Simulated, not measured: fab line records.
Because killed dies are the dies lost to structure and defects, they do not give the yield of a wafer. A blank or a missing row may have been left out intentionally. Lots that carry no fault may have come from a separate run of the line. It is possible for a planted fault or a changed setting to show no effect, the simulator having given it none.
fab line records	flow n5_finfet
record lots=5	wafers=15	last_day=21
route steps=1938 shown BEOL_M2@853 BEOL_M4@1111 PASSIVATION@1936
lots that met no fault: taken from a fault-free run of the same line
start_h: hours from the record's first day to the start of the lot's first wafer shown	wait_h: hours elapsed since this lot's preceding step	" repeats the value in the row above	L1.1+2: several wafers, shown together as one row	- no value, or no start was given	* or withheld: withheld	< > ~ a bound
route shown NAME@n: names a module that has steps shown in the file, with the first one's number in the route	usual: the fault-free wafers' mean and standard deviation	same: alike in all rows	chamber/n: place in a boat	sites: each site's reading	_std_site: standard deviation across them	_edge_site: outer sites' mean less inner sites'	radius_mm: for every site, how far away it sits from the centre of the wafer	mask NAME#n: copy n	behind: the last tool/chamber to shape the wafer	hold: cause of the lot's hold/its duration in hours/its outcome	device: transistor that didn't switch, given as n, p or np	end of line: tests run on the same wafers once the route is complete	a step given without rows: its recipe and nothing more	killed: at the first sort, the dies lost to defects and structure; wafer yield is something else	map: a wafer's dies, marking killed ones x, the rest . and places with no die _
set.NAME: setting as actually run; set.NAME@STEP: the setting as run at that earlier step	model.NAME: the simulator's own value behind a step, which no gauge read
certain route steps with their lots: each step a table, each wafer a row
services: a tool's chamber out of use, with start hour (start_h, from the record's first day; less than 0 if before it), hours out, and reason
## steps
# step N5_BEOL_M2_DEVELOP_10
# recipe develop_time_s=30	developer=TMAH	resist=CAR-EUV	rinse_liquid=surfactant_rinse	dry=air_spin	dev_temp_c=23
# step N5_BEOL_M2_DESCUM_16
# recipe chemistry=O2	time_s=7	source_power_w=50	bias_power_w=20	pressure_mtorr=20	rf_frequency_hz=2.712e+07	temp_c=40	resist=CAR-EUV	o2_flow_sccm=225
# step N5_BEOL_M2_ETCH_74
# recipe chemistry=N2/H2	target=underlayer	target_depth_a=65	mask_material=CAR-EUV	time_s=5.2	ion_energy_ev=200	pressure_mtorr=30	source_w=840	bias_w=150	n2_flow_sccm=200	h2_flow_sccm=200	ends=cleared
# step N5_BEOL_M2_ETCH_63
# recipe chemistry=CF4	target=SiARC	target_depth_a=156	mask_material=CAR-EUV	time_s=26	ion_energy_ev=80	pressure_mtorr=40	source_w=545	bias_w=36	Ar_flow_sccm=100	cf4_flow_sccm=100	ends=cleared
# step N5_BEOL_M2_ETCH_64
# recipe chemistry=N2/H2	target=SOC	target_depth_a=750	overetch_a=225	mask_material=SiARC	temp_c=40	time_s=121.9	ion_energy_ev=200	pressure_mtorr=30	source_w=840	bias_w=150	n2_flow_sccm=200	h2_flow_sccm=200
# step N5_BEOL_M2_STRIP_65
# recipe chemistry=N2/H2	temp_c=40	n2_flow_sccm=200	h2_flow_sccm=200	rf_frequency_hz=6e+07
# step N5_BEOL_M2_STRIP_75
# recipe chemistry=N2/H2	temp_c=40	n2_flow_sccm=200	h2_flow_sccm=200	rf_frequency_hz=6e+07
# step N5_BEOL_M2_STRIP_66
# recipe chemistry=CF4	resist=SiARC	power_w=300	bias_power_w=75	pressure_mtorr=50	cf4_flow_sccm=150	rf_frequency_hz=6e+07
# step N5_BEOL_M2_HM_OPEN_17
# recipe chemistry=Cl2/BCl3	target_depth_a=200	overetch_a=60	target=TiN	mask_material=SOC	ion_energy_ev=150	pressure_mtorr=10	icp_w=1000	bias_w=126	Cl2_flow_sccm=53.25	bcl3_flow_sccm=21.75	Ar_flow_sccm=25
# step N5_BEOL_M2_STRIP_19
# recipe chemistry=O2	power_w=400	temp_c=40	pressure_mtorr=30	rf_frequency_hz=6e+07	bias_power_w=0	overash_fraction=0.2	o2_flow_sccm=225
# usual bias_power_w=0/0	chamber_pressure_mTorr=30.000/0.027	drypump_motor_current_A=5.69/0.22	oes_product_au=0.78/0.086	overash_fraction=0.2/0	rf_vpp_V=3.6/0.49	showerhead_plenum_p_Torr=2.09/0.068	throttle_valve_pct=16.73/0.22
lot.wafer	tool	chamber	start_h	wait_h	bias_power_w	chamber_pressure_mTorr	drypump_motor_current_A	oes_product_au	overash_fraction	rf_hours_counter_h	rf_vpp_V	showerhead_plenum_p_Torr	throttle_valve_pct	model.SOC_of_BEOL_M2_COAT_61.thk_nm
L689.1	rie_diel-03	1	236.83	0.1	-	-	-	-	-	-	-	-	-	51.6
L689.3	"	2	"	"	-	-	-	-	-	-	-	-	-	51.8
L689.4	"	3	"	"	-	-	-	-	-	-	-	-	-	52
L690.3	rie_diel-04	0	241.68	0.1	-	-	-	-	-	-	-	-	-	51.6
L690.5	"	3	"	"	-	-	-	-	-	-	-	-	-	51.8
L690.6	"	0	"	"	-	-	-	-	-	-	-	-	-	52
L691.1	rie_diel-03	3	245.23	0.1	-	-	-	-	-	-	-	-	-	52.4
L691.2	"	2	"	"	-	-	-	-	-	-	-	-	-	52.4
L691.5	"	3	"	"	-	-	-	-	-	-	-	-	-	52.2
L697.3	rie_diel-04	2	266.97	0.1	0	30.021	5.40	0.94	0.2	10	3.6	2.15	16.44	0
L697.4	"	3	"	"	0	29.962	5.22	0.72	0.2	195	2.9	2.18	17.14	0
L697.6	"	0	"	"	0	30.012	5.88	0.88	0.2	-	4.8	2.06	16.83	0
L698.1	rie_diel-04	2	277.60	0.1	0	30.033	5.44	0.95	0.2	12	3.9	2.15	16.44	0
L698.2	"	1	"	"	0	30.029	5.85	0.91	0.2	31	3.8	2.06	16.48	0
L698.3	"	0	"	"	0	30.024	5.84	0.87	0.2	45	4.3	2.06	16.83	0
# step N5_BEOL_M2_COAT_67
# recipe resist=SOC	temp_c=250	time_s=60	spin_rpm=1500	resist_thk_nm=60
# step N5_BEOL_M2_COAT_68
# recipe resist=SiARC	temp_c=220	time_s=60	spin_rpm=1500	resist_thk_nm=12
# step N5_BEOL_M2_COAT_76
# recipe resist=underlayer	temp_c=205	time_s=60	spin_rpm=1500	resist_thk_nm=5
# step N5_BEOL_M2_COAT_22
# recipe resist=CAR-EUV	spin_rpm=1500	resist_thk_nm=30
# step N5_BEOL_M2_EBR_24
# recipe solvent=PGMEA	ebr_width_mm=1.5
# step N5_BEOL_M2_SOFTBAKE_23
# recipe temp_c=110	time_s=60	resist=CAR-EUV
# step N5_BEOL_M2_EXPOSE_25
# recipe mask_id=V1	na=0.33	source_shape=quasar	sigma_inner=0.2	sigma_outer=0.8	polarization=unpolarized	defocus_nm=5	dose_mj=63
# step N5_BEOL_M2_PEB_26
# recipe peb_temp_c=100	peb_time_s=60	resist=CAR-EUV
# step N5_BEOL_M2_DEVELOP_27
# recipe develop_time_s=30	developer=TMAH	resist=CAR-EUV	rinse_liquid=surfactant_rinse	dry=air_spin	dev_temp_c=23
# step N5_BEOL_M2_DESCUM_33
# recipe chemistry=O2	time_s=7	source_power_w=50	bias_power_w=20	pressure_mtorr=20	rf_frequency_hz=2.712e+07	temp_c=40	resist=CAR-EUV	o2_flow_sccm=225
# step N5_BEOL_M2_ETCH_77
# recipe chemistry=N2/H2	target=underlayer	target_depth_a=65	mask_material=CAR-EUV	time_s=5.2	ion_energy_ev=200	pressure_mtorr=30	source_w=840	bias_w=150	n2_flow_sccm=200	h2_flow_sccm=200	ends=cleared
# step N5_BEOL_M2_ETCH_69
# recipe chemistry=CF4	target=SiARC	target_depth_a=156	mask_material=CAR-EUV	time_s=26	ion_energy_ev=80	pressure_mtorr=40	source_w=545	bias_w=36	Ar_flow_sccm=100	cf4_flow_sccm=100	ends=cleared
# step N5_BEOL_M2_ALD_98
# recipe material=SiO2	target_thk_a=25	temp_c=100	ald_precursor_family=BDEAS	ald_co_reactant=O2-plasma	pulse_time_s=1	co_reactant_pulse_time_s=1	purge_time_s=2	co_reactant_purge_time_s=2	ald_cycles=17	pressure_torr=2
# step N5_BEOL_M2_ETCHBACK_99
# recipe chemistry=CHF3	target=SiO2	target_depth_a=50	time_s=10.4	source_w=215	bias_w=47	Ar_flow_sccm=200	CHF3_flow_sccm=12	ion_energy_ev=100	pressure_mtorr=30
# step N5_BEOL_M2_ETCH_70
# recipe chemistry=N2/H2	target=SOC	target_depth_a=800	overetch_a=240	mask_material=SiARC	temp_c=40	time_s=130	ion_energy_ev=200	pressure_mtorr=30	source_w=840	bias_w=150	n2_flow_sccm=200	h2_flow_sccm=200
# usual drypump_motor_current_A=5.67/0.22	oes_product_au=0.59/0.059	rf_vpp_V=523.8/2.2	showerhead_plenum_p_Torr=2.54/0.083	throttle_valve_pct=17.88/0.25
lot.wafer	tool	chamber	start_h	wait_h	drypump_motor_current_A	oes_product_au	rf_hours_counter_h	rf_vpp_V	showerhead_plenum_p_Torr	throttle_valve_pct	model.etch.depth_nm
L689.1	rie_diel-04	2	270.70	0.0	5.42	0.96	10	525.9	2.62	17.74	106.3
L689.3	"	1	"	"	5.94	0.91	29	521.9	2.50	17.73	108.2
L689.4	"	0	"	"	5.89	0.89	42	522.1	2.47	17.78	106.8
L690.3	rie_diel-04	3	271.18	0.0	5.24	0.70	196	524.3	2.63	18.29	97.82
L690.5	"	3	"	"	5.22	0.70	-	526.7	2.63	18.29	98.21
L690.6	"	0	"	"	5.85	0.89	-	522.0	2.47	17.77	107.7
L691.1	rie_diel-03	0	283.63	0.0	5.52	0.69	240	523.6	2.48	17.82	106.6
L691.2	"	2	"	"	5.95	0.70	207	525.5	2.62	17.91	99.29
L691.5	"	1	"	"	5.79	0.77	-	521.3	2.43	18.01	103.7
L697.3	rie_diel-04	3	309.04	0.0	5.24	0.53	208	526.5	2.63	18.28	59.91
L697.4	"	1	"	"	5.93	0.63	40	521.3	2.49	17.70	59.97
L697.6	"	0	"	"	5.88	0.63	-	522.4	2.46	17.74	60.05
L698.1	rie_diel-04	0	333.56	0.0	5.86	0.63	61	522.0	2.46	17.75	60.11
L698.2	"	1	"	"	5.93	0.64	48	522.4	2.49	17.71	60.07
L698.3	"	3	"	"	5.25	0.52	215	525.0	2.63	18.30	59.99
# step N5_BEOL_M2_STRIP_71
# recipe chemistry=N2/H2	temp_c=40	n2_flow_sccm=200	h2_flow_sccm=200	rf_frequency_hz=6e+07
# step N5_BEOL_M2_STRIP_78
# recipe chemistry=N2/H2	temp_c=40	n2_flow_sccm=200	h2_flow_sccm=200	rf_frequency_hz=6e+07
# step N5_BEOL_M2_VIA_ETCH_34
# recipe chemistry=C4F6/O2	target_depth_a=694	mask_material=SOC	pressure_mtorr=15	ion_energy_ev=250	taper_deg=4	time_s=65.9	source_w=350	bias_w=170	Ar_flow_sccm=300	C4F6_flow_sccm=10	O2_flow_sccm=10
# step N5_BEOL_M2_STRIP_83
# recipe chemistry=C4F6/O2	resist=SiARC	rf_frequency_hz=6e+07
# step N5_BEOL_M2_STRIP_36
# recipe chemistry=N2/H2	power_w=450	temp_c=40	pressure_mtorr=20	rf_frequency_hz=6e+07	overash_fraction=0.3	bias_power_w=7	h2_frac=0.5	n2_flow_sccm=200	h2_flow_sccm=200
# step N5_BEOL_M2_TRENCH_ETCH_37
# recipe chemistry=C4F6/O2	target_depth_a=555.55	target=SiOC	time_s=29.2	ion_energy_ev=250	pressure_mtorr=30	source_w=355	bias_w=185	Ar_flow_sccm=300	C4F6_flow_sccm=10	O2_flow_sccm=10
# step N5_BEOL_M2_ETCH_41
# recipe chemistry=CH3F/O2	target=SiCN	target_depth_a=299	taper_deg=2	time_s=52.5	ion_energy_ev=120	mask_material=TiN	pressure_mtorr=30	source_w=395	bias_w=75	Ar_flow_sccm=150	CH3F_flow_sccm=30	O2_flow_sccm=20
# usual drypump_motor_current_A=5.67/0.22	oes_product_au=0.80/0.088	rf_vpp_V=297.3/1.4	showerhead_plenum_p_Torr=1.99/0.06	throttle_valve_pct=16.36/0.25
lot.wafer	tool	chamber	start_h	wait_h	drypump_motor_current_A	oes_product_au	rf_hours_counter_h	rf_vpp_V	showerhead_plenum_p_Torr	throttle_valve_pct	model.SOC_of_BEOL_M2_COAT_61.thk_nm
L689.1	rie_diel-04	2	-	-	5.43	0.97	10	297.0	2.05	16.02	34.6
L689.3	"	1	"	"	5.88	0.90	29	296.9	1.93	15.95	35
L689.4	"	0	"	"	5.82	0.88	42	294.2	1.95	16.34	35.4
L690.3	rie_diel-04	3	-	-	5.25	0.70	196	298.5	2.05	16.63	35.8
L690.5	"	3	"	"	5.23	0.72	-	297.7	2.05	16.63	35.6
L690.6	"	0	"	"	5.86	0.88	-	296.9	1.95	16.35	35.2
L691.1	rie_diel-03	0	-	-	5.51	0.69	240	296.9	1.97	16.44	35.4
L691.2	"	2	"	"	5.95	0.70	207	297.9	2.06	16.46	36.6
L691.5	"	1	"	"	5.77	0.77	-	294.7	1.93	16.57	35.8
L697.3	rie_diel-04	3	-	-	5.24	0.70	208	298.7	2.04	16.67	0
L697.4	"	1	"	"	5.97	0.88	40	296.0	1.93	15.98	0
L697.6	"	0	"	"	5.87	0.86	-	297.9	1.94	16.36	0
L698.1	rie_diel-04	0	-	-	5.86	0.85	61	296.7	1.94	16.37	0
L698.2	"	1	"	"	5.90	0.88	48	297.4	1.93	16.01	0
L698.3	"	3	"	"	5.24	0.70	215	298.4	2.04	16.67	0
# step N5_BEOL_M2_STRIP_97
# recipe chemistry=N2/H2	time_s=10	power_w=450	temp_c=40	pressure_mtorr=20	rf_frequency_hz=6e+07	bias_power_w=7	n2_flow_sccm=200	h2_flow_sccm=200
# step N5_BEOL_M4_RC_MEAS_101
# usual DIBL_N=36.1/2.3	DIBL_P=36/3.2	IOFF_N=0.16/0.045	IOFF_P=0.21/0.049	ION_N=674/14	ION_P=462/8.4	SS_N=71.6/0.83	SS_P=73.2/0.87	VT_N=249/3.8	VT_P=-250/3.4
lot.wafer	tool	chamber	start_h	wait_h	DIBL_N[mV/V]	DIBL_P[mV/V]	IOFF_N[nA/um]	IOFF_P[nA/um]	ION_N[uA/um]	ION_P[uA/um]	SS_N[mV/dec]	SS_P[mV/dec]	VT_N[mV]	VT_P[mV]
L697.3	prober-02	0	364.75	0.3	36.8	34	0.16	0.18	681	461	70.7	73.5	247	-251
L697.4	"	0	"	"	34.9	32	0.13	0.17	685	471	70.6	71.9	248	-253
L697.6	"	0	"	"	39.1	36	0.19	0.20	686	461	71.7	73.6	248	-251
L698.1	prober-01	0	393.78	0.0	34.9	36	0.14	0.20	675	466	71.4	73.1	251	-250
L698.2	"	0	"	"	38.5	40	0.20	0.25	690	463	72.2	73.7	248	-248
L698.3	"	0	"	"	39.8	41	0.23	0.28	678	463	73.0	74.4	249	-249
# step N5_PASSIVATION_PROBE_49
# usual defect_limited_yield=90.9/1.6	killed_at_M0_to_M3=37/11	killed_at_M4_up=15/5.6	killed_at_contacts=13/6.4	killed_at_front_end=39/11	killed_at_other=4/3.1	killed_dies=107/19	killed_on_rim=14/4.3	killed_open=71/14	killed_short=34/7.8	sort_bin_5_function=5.3/1	sort_bin_6_memory=3.4/0.72	sort_n_pass=1072/20	sort_yield_pct=90.9/1.7
# same gross_dies=1180	killed_at_back_side=0	sort_bin_4_leakage[%]=0	sort_bin_8_speed[%]=0
lot.wafer	tool	chamber	start_h	wait_h	defect_limited_yield[%]	killed_at_M0_to_M3	killed_at_M4_up	killed_at_contacts	killed_at_front_end	killed_at_other	killed_dies	killed_on_rim	killed_open	killed_short	sort_bin_5_function[%]	sort_bin_6_memory[%]	sort_n_pass	sort_yield_pct[%]
L691.1	prober-01	-	447.75	0.0	0	1104	14	21	39	2	1180	152	71	40	95.5	3.8	0	0
L691.2	prober-01	-	447.80	0.1	0	1126	8	14	27	5	1180	152	53	23	96.9	2.8	0	0
L691.5	prober-01	-	447.95	0.2	0	1120	9	21	29	1	1180	152	52	35	97.3	2.1	0	0
L690.3	prober-02	-	467.70	0.1	0	1128	3	10	38	1	1180	152	53	33	97.0	2.5	0	0
L690.5	prober-02	-	467.80	0.2	0	1113	19	9	37	2	1180	152	72	29	96.7	3.1	0	0
L690.6	prober-02	-	467.85	0.3	0	1120	15	6	37	2	1180	152	47	29	96.9	2.7	0	0
L689.1	prober-02	-	469.02	0.0	0	1111	11	8	50	0	1180	152	70	26	96.6	3.4	0	0
L689.3	prober-02	-	469.12	0.1	0	1103	15	6	48	8	1180	152	79	33	96.5	3.2	0	0
L689.4	prober-02	-	469.17	0.2	0	1089	17	8	61	5	1180	152	91	31	96.2	3.4	0	0
L697.4	prober-02	-	479.19	0.2	91.9	55	9	5	25	2	96	21	62	32	4.6	3.2	1084	91.9
# killed by level:class
L691.1 BEOL_M2:area_etch=1068 MOL_CONTACT_COAG:geometric_particle:open=14 FIN_SAQP:geometric_particle:open=10 BEOL_M0_SAQP:geometric_particle:open=9 BEOL_M1:geometric_particle:open=8 FIN_SAQP:geometric_particle:short=7 MOL_CONTACT_COAG:geometric_particle:short=7 BEOL_M4:geometric_particle:open=6
L691.2 BEOL_M2:area_etch=1104 MOL_CONTACT_COAG:geometric_particle:open=11 STI_FIN_REVEAL:geometric_particle:open=7 BEOL_M0_SAQP:geometric_particle:open=7 BEOL_M4:geometric_particle:open=7 GATE_CUT:geometric_particle:open=6 BEOL_M0_SAQP:geometric_particle:short=4 MOL_CONTACT_COAG:geometric_particle:short=3
L691.5 BEOL_M2:area_etch=1093 MOL_CONTACT_COAG:geometric_particle:open=16 BEOL_M0_SAQP:geometric_particle:short=8 BEOL_M3:geometric_particle:open=7 STI_FIN_REVEAL:geometric_particle:open=6 DUMMY_GATE:geometric_particle:open=5 MOL_CONTACT_COAG:geometric_particle:short=5 DUMMY_GATE:geometric_particle:short=4
L690.3 BEOL_M2:area_etch=1094 FIN_SAQP:geometric_particle:short=9 MOL_CONTACT_COAG:geometric_particle:open=9 FIN_SAQP:geometric_particle:open=6 DUMMY_GATE:geometric_particle:open=6 BEOL_M1:geometric_particle:short=6 BEOL_M0_SAQP:geometric_particle:open=5 BEOL_M0:geometric_particle:open=5
L690.5 BEOL_M2:area_etch=1079 BEOL_M1:geometric_particle:open=9 BEOL_M4:geometric_particle:open=9 FIN_SAQP:geometric_particle:open=7 BEOL_M2:geometric_particle:open=7 MOL_CONTACT_COAG:geometric_particle:open=6 BEOL_M1:geometric_particle:short=6 FIN_SAQP:geometric_particle:short=5
L690.6 BEOL_M2:area_etch=1104 BEOL_M4:geometric_particle:open=9 FIN_SAQP:geometric_particle:short=7 STI_FIN_REVEAL:geometric_particle:open=7 BEOL_M0_SAQP:geometric_particle:short=7 GATE_CUT:geometric_particle:short=5 GATE_CUT:geometric_particle:open=4 MOL_CONTACT_COAG:geometric_particle:open=4
L689.1 BEOL_M2:area_etch=1084 STI_FIN_REVEAL:geometric_particle:open=13 FIN_SAQP:geometric_particle:short=9 BEOL_M3:geometric_particle:open=9 BEOL_M4:geometric_particle:open=8 DUMMY_GATE:geometric_particle:open=7 MOL_CONTACT_COAG:geometric_particle:open=7 FIN_SAQP:geometric_particle:open=6
L689.3 BEOL_M2:area_etch=1068 BEOL_M3:geometric_particle:open=14 STI_FIN_REVEAL:geometric_particle:open=12 FIN_SAQP:geometric_particle:open=9 FIN_SAQP:geometric_particle:short=8 BEOL_M4:geometric_particle:open=8 BEOL_M2:geometric_particle:open=6 BEOL_M1:geometric_particle:open=5
L689.4 BEOL_M2:area_etch=1058 STI_FIN_REVEAL:geometric_particle:open=18 BEOL_M4:geometric_particle:open=9 DUMMY_GATE:geometric_particle:open=9 BEOL_M1:geometric_particle:open=9 FIN_SAQP:geometric_particle:open=7 GATE_CUT:geometric_particle:open=6 MOL_CONTACT_COAG:geometric_particle:open=6
L697.4 BEOL_M3:geometric_particle:open=17 BEOL_M0_SAQP:geometric_particle:open=10 BEOL_M0_SAQP:geometric_particle:short=9 BEOL_M2:geometric_particle:open=6 STI_FIN_REVEAL:geometric_particle:open=5 BEOL_M0:geometric_particle:open=5 BEOL_M4:geometric_particle:open=5 ILD0:geometric_particle:short=4
# map L689.1 (x killed, . not)
_________________xxxxxxxxxxxx________________
______________xxxxxxxxxxxxxxxxxx_____________
___________xxxxxxxxxxxxxxxxxxxxxxxx__________
__________xxxxxxxxxxxxxxxxxxxxxxxxxx_________
________xxxxxxxxxxxxxxxxxxxxxxxxxxxxxx_______
_______xxxxxxxxxxxxxxxxxxxxxxxxxxxxxxxx______
______xxxxxxxxxxxxxxxxxxxxxxxxxxxxxxxxxx_____
_____xxxxxxxxxxxxxxxxxxxxxxxxxxxxxxxxxxxx____
____xxxxxxxxxxxxxxxxxxxxxxxxxxxxxxxxxxxxxx___
___xxxxxxxxxxxxxxxxxxxxxxxxxxxxxxxxxxxxxxxx__
___xxxxxxxxxxxxxxxxxxxxxxxxxxxxxxxxxxxxxxxx__
__xxxxxxxxxxxxxxxxxxxxxxxxxxxxxxxxxxxxxxxxxx_
__xxxxxxxxxxxxxxxxxxxxxxxxxxxxxxxxxxxxxxxxxx_
_xxxxxxxxxxxxxxxxxxxxxxxxxxxxxxxxxxxxxxxxxxxx
_xxxxxxxxxxxxxxxxxxxxxxxxxxxxxxxxxxxxxxxxxxxx
_xxxxxxxxxxxxxxxxxxxxxxxxxxxxxxxxxxxxxxxxxxxx
_xxxxxxxxxxxxxxxxxxxxxxxxxxxxxxxxxxxxxxxxxxxx
_xxxxxxxxxxxxxxxxxxxxxxxxxxxxxxxxxxxxxxxxxxxx
_xxxxxxxxxxxxxxxxxxxxxxxxxxxxxxxxxxxxxxxxxxxx
_xxxxxxxxxxxxxxxxxxxxxxxxxxxxxxxxxxxxxxxxxxxx
_xxxxxxxxxxxxxxxxxxxxxxxxxxxxxxxxxxxxxxxxxxxx
__xxxxxxxxxxxxxxxxxxxxxxxxxxxxxxxxxxxxxxxxxx_
__xxxxxxxxxxxxxxxxxxxxxxxxxxxxxxxxxxxxxxxxxx_
___xxxxxxxxxxxxxxxxxxxxxxxxxxxxxxxxxxxxxxxx__
___xxxxxxxxxxxxxxxxxxxxxxxxxxxxxxxxxxxxxxxx__
____xxxxxxxxxxxxxxxxxxxxxxxxxxxxxxxxxxxxxx___
_____xxxxxxxxxxxxxxxxxxxxxxxxxxxxxxxxxxxx____
______xxxxxxxxxxxxxxxxxxxxxxxxxxxxxxxxxx_____
_______xxxxxxxxxxxxxxxxxxxxxxxxxxxxxxxx______
________xxxxxxxxxxxxxxxxxxxxxxxxxxxxxx_______
__________xxxxxxxxxxxxxxxxxxxxxxxxxx_________
___________xxxxxxxxxxxxxxxxxxxxxxxx__________
______________xxxxxxxxxxxxxxxxxx_____________
_________________xxxxxxxxxxxx________________
# map L690.3 (x killed, . not)
_________________xxxxxxxxxxxx________________
______________xxxxxxxxxxxxxxxxxx_____________
___________xxxxxxxxxxxxxxxxxxxxxxxx__________
__________xxxxxxxxxxxxxxxxxxxxxxxxxx_________
________xxxxxxxxxxxxxxxxxxxxxxxxxxxxxx_______
_______xxxxxxxxxxxxxxxxxxxxxxxxxxxxxxxx______
______xxxxxxxxxxxxxxxxxxxxxxxxxxxxxxxxxx_____
_____xxxxxxxxxxxxxxxxxxxxxxxxxxxxxxxxxxxx____
____xxxxxxxxxxxxxxxxxxxxxxxxxxxxxxxxxxxxxx___
___xxxxxxxxxxxxxxxxxxxxxxxxxxxxxxxxxxxxxxxx__
___xxxxxxxxxxxxxxxxxxxxxxxxxxxxxxxxxxxxxxxx__
__xxxxxxxxxxxxxxxxxxxxxxxxxxxxxxxxxxxxxxxxxx_
__xxxxxxxxxxxxxxxxxxxxxxxxxxxxxxxxxxxxxxxxxx_
_xxxxxxxxxxxxxxxxxxxxxxxxxxxxxxxxxxxxxxxxxxxx
_xxxxxxxxxxxxxxxxxxxxxxxxxxxxxxxxxxxxxxxxxxxx
_xxxxxxxxxxxxxxxxxxxxxxxxxxxxxxxxxxxxxxxxxxxx
_xxxxxxxxxxxxxxxxxxxxxxxxxxxxxxxxxxxxxxxxxxxx
_xxxxxxxxxxxxxxxxxxxxxxxxxxxxxxxxxxxxxxxxxxxx
_xxxxxxxxxxxxxxxxxxxxxxxxxxxxxxxxxxxxxxxxxxxx
_xxxxxxxxxxxxxxxxxxxxxxxxxxxxxxxxxxxxxxxxxxxx
_xxxxxxxxxxxxxxxxxxxxxxxxxxxxxxxxxxxxxxxxxxxx
__xxxxxxxxxxxxxxxxxxxxxxxxxxxxxxxxxxxxxxxxxx_
__xxxxxxxxxxxxxxxxxxxxxxxxxxxxxxxxxxxxxxxxxx_
___xxxxxxxxxxxxxxxxxxxxxxxxxxxxxxxxxxxxxxxx__
___xxxxxxxxxxxxxxxxxxxxxxxxxxxxxxxxxxxxxxxx__
____xxxxxxxxxxxxxxxxxxxxxxxxxxxxxxxxxxxxxx___
_____xxxxxxxxxxxxxxxxxxxxxxxxxxxxxxxxxxxx____
______xxxxxxxxxxxxxxxxxxxxxxxxxxxxxxxxxx_____
_______xxxxxxxxxxxxxxxxxxxxxxxxxxxxxxxx______
________xxxxxxxxxxxxxxxxxxxxxxxxxxxxxx_______
__________xxxxxxxxxxxxxxxxxxxxxxxxxx_________
___________xxxxxxxxxxxxxxxxxxxxxxxx__________
______________xxxxxxxxxxxxxxxxxx_____________
_________________xxxxxxxxxxxx________________
## services
tool	chamber	start_h	hours	kind
rie_diel-03	2	238.86	1.8	repair
rie_diel-03	3	254.51	19.3	repair
rie_diel-03	3	289.92	5.3	repair
rie_diel-04	0	298.90	4.3	repair
rie_diel-03	0	309.46	-	clean
rie_diel-03	0	309.46	-	consumable_replace:focus_ring
rie_diel-03	0	309.46	30.7	scheduled_down
rie_diel-03	0	309.46	30.7	vent_cycle
rie_diel-04	2	332.82	4.0	repair
## key
first_sign step=N5_BEOL_M2_STRIP_19	reading=tool_record	direction=missing
effect step=N5_BEOL_M2_ETCH_70	reading=oes_product_au	direction=up	sigmas=3.6	usual=0.59	struck=0.80
effect step=N5_PASSIVATION_PROBE_49	reading=killed_at_M0_to_M3	direction=up	sigmas=99+	usual=37	struck=1113
model_effect step=N5_BEOL_M2_STRIP_19	value=SOC_of_BEOL_M2_COAT_61.thk_nm	without=0	struck=51.98
model_effect step=N5_BEOL_M2_ETCH_70	value=etch.depth_nm	without=59.88	struck=103.9
model_effect step=N5_BEOL_M2_ETCH_41	value=SOC_of_BEOL_M2_COAT_61.thk_nm	without=0	struck=35.49
more_kills_born_at N5_BEOL_M2_ETCH_70@rie_diel-04=3924	N5_BEOL_M2_ETCH_70@rie_diel-03=2797	N5_BEOL_M2_ETCH_41@rie_diel-04=2563
met_at N5_BEOL_M2_STRIP_19
struck_wafers L689.1,L689.3,L689.4,L690.3,L690.5,L690.6,L691.1,L691.2,L691.5
later_rows_left_out L689.1,L689.3,L689.4,L690.3,L690.5,L690.6,L691.1,L691.2,L691.5
fault kind=skipped_step_whole	tool=rie_diel-03,rie_diel-04	chamber=-	onset_h=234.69	steps=N5_BEOL_M2_STRIP_19	scope=struck_lots_only
# later_rows_left_out: the simulator's readings of these wafers behind a module that went badly wrong aren't trusted and aren't shown, but for the sort
